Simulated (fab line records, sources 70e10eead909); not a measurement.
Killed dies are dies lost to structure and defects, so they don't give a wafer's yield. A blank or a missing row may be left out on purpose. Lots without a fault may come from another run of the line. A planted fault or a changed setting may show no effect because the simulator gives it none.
A struck lot beside a sound one | flow nand_harc | 14 steps out of a route of 1302
Sound: wafers L200.1, L200.4, L200.5. Struck: wafers L206.2, L206.3, L206.4. The cause comes at the end.
At each step with rows: each side's tool, then ch and its chambers, then its first start. Under that, the readings that differ: sound wafers | struck wafers | difference of the means | sigmas: that difference in standard deviations of wafers without a fault.
alike: readings whose means differ by less than 2 such deviations, and words and numbers that are the same on both sides. not compared: withheld readings, readings that some wafer has no value for, bounds like >300 that may hide the same value, and numbers for which the record gives no deviation and whose values overlap.
The two part at a step that has a row with sigmas, a row that says differs or no value, or rows on one side only. Numbers that don't overlap but have no deviation are shown without sigmas and don't part them. A reading that every wafer of one side lacks parts them only if that side has two wafers or more.

first, 3 steps without rows for these wafers: NHARC_A_CONTACT_ETCH_111 (etches the open film in C4F8/O2/Ar, time 140 s, target depth 700 nm); NHARC_A_CONTACT_ETCH_112 (etches the open film in C4F8/O2/Ar, time 190 s, target depth 1850 nm); NHARC_A_CONTACT_ETCH_113 (etches the open film in C4F8/O2/Ar, time 190 s, target depth 1850 nm).
NHARC_A_CONTACT_ETCH_114: etches the open film in C4F8/O2/Ar, time 190 s, target depth 1850 nm.
  sound on har_cap_etch-02 ch 0,1, day 21 23:56; struck on har_cap_etch-01 ch 0,1, day 24 19:26
  alike: chamber_pressure_mTorr, oes_air_line_au
  not compared: rf_hours_counter_h
NHARC_A_CONTACT_ETCH_115: etches the open film in C4F8/O2/Ar, time 190 s, target depth 1850 nm.
  sound on har_cap_etch-02 ch 0,1, day 22 00:07; struck on har_cap_etch-01 ch 0,1, day 24 19:37
  alike: chamber_pressure_mTorr, oes_air_line_au
  not compared: rf_hours_counter_h
then, 2 steps without rows for these wafers: NHARC_A_CONTACT_ETCH_116 (etches the open film in C4F8/O2/Ar, time 190 s, target depth 1850 nm); NHARC_A_CONTACT_ETCH_117 (etches the open film in C4F8/O2/Ar, time 190 s, target depth 1850 nm).
NHARC_A_CONTACT_ETCH_118: etches the open film in C4F8/O2/Ar, time 190 s, target depth 1850 nm.
  sound on har_cap_etch-02 ch 0,1, day 22 00:38; struck on har_cap_etch-01 ch 0,1, day 24 20:08
  alike: chamber_pressure_mTorr, oes_air_line_au
  not compared: rf_hours_counter_h
then, 2 steps without rows for these wafers: NHARC_A_CONTACT_ETCH_119 (etches the open film in C4F8/O2/Ar, time 190 s, target depth 1850 nm); NHARC_A_CONTACT_ETCH_120 (etches the open film in C4F8/O2/Ar, time 190 s, target depth 1850 nm).
NHARC_A_CONTACT_ETCH_121: etches the open film in C4F8/O2/Ar, time 190 s, target depth 1850 nm.
  sound on har_cap_etch-02 ch 0,1, day 22 01:08; struck on har_cap_etch-01 ch 0,1, day 24 20:38
  alike: chamber_pressure_mTorr, oes_air_line_au
  not compared: rf_hours_counter_h
then, 1 step without rows for these wafers: NHARC_A_CONTACT_ETCH_122 (etches the open film in C4F8/O2/Ar, time 190 s, target depth 1850 nm).
NHARC_A_CONTACT_ETCH_123: etches the open film in C4F8/O2/Ar, time 490 s, target depth 2110 nm.
  sound on har_cap_etch-02 ch 0,1, day 22 01:32; struck on har_cap_etch-01 ch 0,1, day 24 20:59
  no value came back on the struck wafers for chamber_pressure_mTorr (mTorr), oes_air_line_au (a.u.), time_s (s); on the sound wafers chamber_pressure_mTorr (mTorr) reads 19.993 19.969 19.983
  not compared: rf_hours_counter_h
NHARC_A_CONTACT_ETCH_90: etches the open film in CH3F/O2, target depth 40 nm, time 85.7 s.
  sound on rie_diel-02 ch 0,2, day 22 02:27; struck on rie_diel-13 ch 0,1,2, day 24 21:57
  reading               | sound          | struck         | difference | sigmas
  oes_product_au (a.u.) | 0.92 0.92 0.94 | 1.03 1.01 1.00 | +0.09      | +2
  alike: bias_w, ch3f_flow_sccm, drypump_motor_current_A, rf_vpp_V, showerhead_plenum_p_Torr, throttle_valve_pct
  not compared: rf_hours_counter_h

WHERE THEY PART
First at NHARC_A_CONTACT_ETCH_123; last, within this record, at NHARC_A_CONTACT_ETCH_90.

WHY: what the simulator had put in
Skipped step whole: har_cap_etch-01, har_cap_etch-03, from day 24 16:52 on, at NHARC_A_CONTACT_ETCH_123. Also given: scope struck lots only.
